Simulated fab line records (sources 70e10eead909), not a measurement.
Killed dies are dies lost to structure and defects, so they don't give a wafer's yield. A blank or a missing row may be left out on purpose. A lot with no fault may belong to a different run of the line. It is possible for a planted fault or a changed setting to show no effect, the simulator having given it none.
Which tool was responsible? + flow nandHarc + 11 lots with 33 wafers sampled at 3 steps, on a route of 1302 steps

WHAT THE GAUGES READ, wafer by wafer
NHARC_P_ZERO_WELL_CD_MEAS_37: the cd target is 720 nm.
| lot  | measured     | on       | cdNm (nm)         |
|------|--------------|----------|-------------------|
| L829 | day 2 00:05  | cdSem-02 | 720.1 719.2 720.6 |
| L830 | day 2 10:17  | cdSem-02 | 721.0 722.0 723.3 |
| L833 | day 3 16:12  | cdSem-03 | 720.8 718.3 718.7 |
| L836 | day 4 22:14  | cdSem-01 | 720.9 722.2 724.3 |
| L837 | day 5 08:13  | cdSem-02 | 720.4 719.1 721.8 |
| L838 | day 5 18:05  | cdSem-02 | 718.8 717.1 719.2 |
| L839 | day 6 04:14  | cdSem-01 | 719.0 720.0 720.1 |
| L841 | day 7 00:13  | cdSem-03 | 723.0 721.4 719.2 |
| L842 | day 7 10:11  | cdSem-03 | 721.9 722.3 719.7 |
| L846 | day 9 01:59  | cdSem-01 | - - -             |
| L851 | day 11 03:52 | cdSem-03 | 720.1 717.6 720.3 |

TOOL THAT RAN EACH LOT (tool first, then ch and the chambers of the sampled wafers, then the start)
| lot  | NHARC_P_ZERO_WELL_ETCH_65        | NHARC_P_ZERO_WELL_EXPOSE_34      |
|------|----------------------------------|----------------------------------|
| L829 | rieDiel-06 ch 0,3, day 1 21:21   | krfScanner-04 ch 0, day 1 23:56  |
| L830 | rieDiel-02 ch 0,2,3, day 2 07:30 | krfScanner-03 ch 0, day 2 10:07  |
| L833 | rieDiel-02 ch 1,2, day 3 13:42   | krfScanner-04 ch 0, day 3 16:02  |
| L836 | rieDiel-02 ch 1,2,3, day 4 19:30 | krfScanner-04 ch 0, day 4 22:05  |
| L837 | rieDiel-04 ch 1,2, day 5 05:29   | krfScanner-03 ch 0, day 5 08:04  |
| L838 | rieDiel-06 ch 0,1,3, day 5 15:29 | krfScanner-03 ch 0, day 5 17:56  |
| L839 | rieDiel-04 ch 0,2, day 6 01:29   | krfScanner-02 ch 0, day 6 04:05  |
| L841 | rieDiel-02 ch 0,3, day 6 21:29   | krfScanner-03 ch 0, day 7 00:03  |
| L842 | rieDiel-06 ch 1,2,3, day 7 07:32 | krfScanner-02 ch 0, day 7 10:02  |
| L846 | rieDiel-04 ch 0,2,3, day 8 23:22 | krfScanner-03 ch 0, day 9 01:50  |
| L851 | rieDiel-04 ch 1,3, day 11 01:22  | krfScanner-02 ch 0, day 11 03:43 |
- NHARC_P_ZERO_WELL_ETCH_65: etches the open film in N2/H2, target depth 80 nm, overetch 24 nm, time 87.88 s.
- NHARC_P_ZERO_WELL_EXPOSE_34: exposes mask P PWELL, target cd 720 nm.

THE ANSWER, worked out from the rows above alone
Rule: the lots themselves supply what counts as usual. Put in order of their means at a reading, lots are off if they are a third of the lots or fewer, leave a main group of 4 or more, and stand apart from it by a gap of 3 or more times the standard deviation of the main group's means; of several such gaps the widest counts. A main group whose means are all the same, to the digits that the tables above print for the reading, isn't used. Also off: a lot with no number at a reading for which 4 or more lots have one. All remaining lots with rows at the step are treated as sound.
Off: L846, at NHARC_P_ZERO_WELL_CD_MEAS_37 (cdNm). Without a number there: L846. The main group has a mean of 720.4 nm with a standard deviation of 1.3.
If a tool, at a process step before that reading, ran all the lots that are off and no sound lot after the first of them, it fits. Those tools and the gauges at NHARC_P_ZERO_WELL_CD_MEAS_37 are tried in the same way. Undecided on this evidence; 2 tools fit (krfScanner-03 at NHARC_P_ZERO_WELL_EXPOSE_34, cdSem-01 at NHARC_P_ZERO_WELL_CD_MEAS_37).

WHAT THE SIMULATOR HAD PUT IN
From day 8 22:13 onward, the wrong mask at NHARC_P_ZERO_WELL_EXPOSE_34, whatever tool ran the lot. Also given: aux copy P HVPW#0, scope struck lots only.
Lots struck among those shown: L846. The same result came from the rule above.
